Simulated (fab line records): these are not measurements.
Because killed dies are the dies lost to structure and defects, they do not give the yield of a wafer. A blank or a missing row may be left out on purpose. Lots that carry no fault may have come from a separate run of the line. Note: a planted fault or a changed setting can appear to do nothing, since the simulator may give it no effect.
Chamber matching | flow nand harc | rie diel-10 running NHARC_A_CHANNEL_FILL_D1_ETCHBACK_20: 4 sister chambers
The step etches the open film in C4F8/O2/Ar, target depth 27 nm, time 13.5 s. 8 wafers are shown with their chamber, then 10 later ones without.

WAFERS WITH THEIR CHAMBER
wafer  | chamber | rf vpp V (V) | oes product au (a.u.)
L080.4 | 1       | 984          | 0.97
L080.5 | 2       | 986          | 1.00
L080.6 | 3       | 981          | 0.99
L083.1 | 0       | 987          | 1.02
L083.4 | 1       | 984          | 1.01
L083.6 | 0       | 987          | 1.02
L087.3 | 2       | 987          | 0.93
L087.4 | 3       | 979          | 0.94

WAFERS WITHOUT THEIR CHAMBER
wafer  | rf vpp V (V) | oes product au (a.u.)
L087.5 | 988          | 0.93
L096.1 | 980          | 1.00
L096.2 | 987          | 0.99
L096.3 | 985          | 0.99
L096.4 | 986          | 1.00
L096.5 | 987          | 0.99
L096.6 | 979          | 1.00
L097.3 | 987          | 1.01
L097.4 | 982          | 1.01
L097.5 | 985          | 1.00

CHAMBER TAKEN BY EACH
wafer  | from the rows above          | in truth
L087.5 | can't be placed: 2 or 0      | 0
L096.1 | 3                            | 3
L096.2 | can't be placed: 0 or 2      | 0
L096.3 | can't be placed: 1 or 2 or 0 | 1
L096.4 | can't be placed: 2 or 0 or 1 | 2
L096.5 | can't be placed: 0 or 2      | 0
L096.6 | 3                            | 3
L097.3 | can't be placed: 0 or 2      | 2
L097.4 | can't be placed: 1 or 3      | 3
L097.5 | can't be placed: 1 or 2 or 0 | 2
2 of 10 placed correctly. Can't be placed from these rows: 8 (the true chamber is among the candidates in 8). Wrongly placed: 0.
How it was worked out, from the rows above alone: a wafer's distance from a chamber is the root of the sum, over the readings, of the square of ((its reading less the chamber's mean) divided by the reading's scatter). If the next closest chamber is less than 2 further off than the closest, the wafer can't be placed; otherwise it belongs to the closest. Each chamber's mean is taken over the wafers shown for it. The scatter: the root of (the sum of the squares of (reading less its chamber's mean) over the shown wafers, divided by (wafers less chambers)).
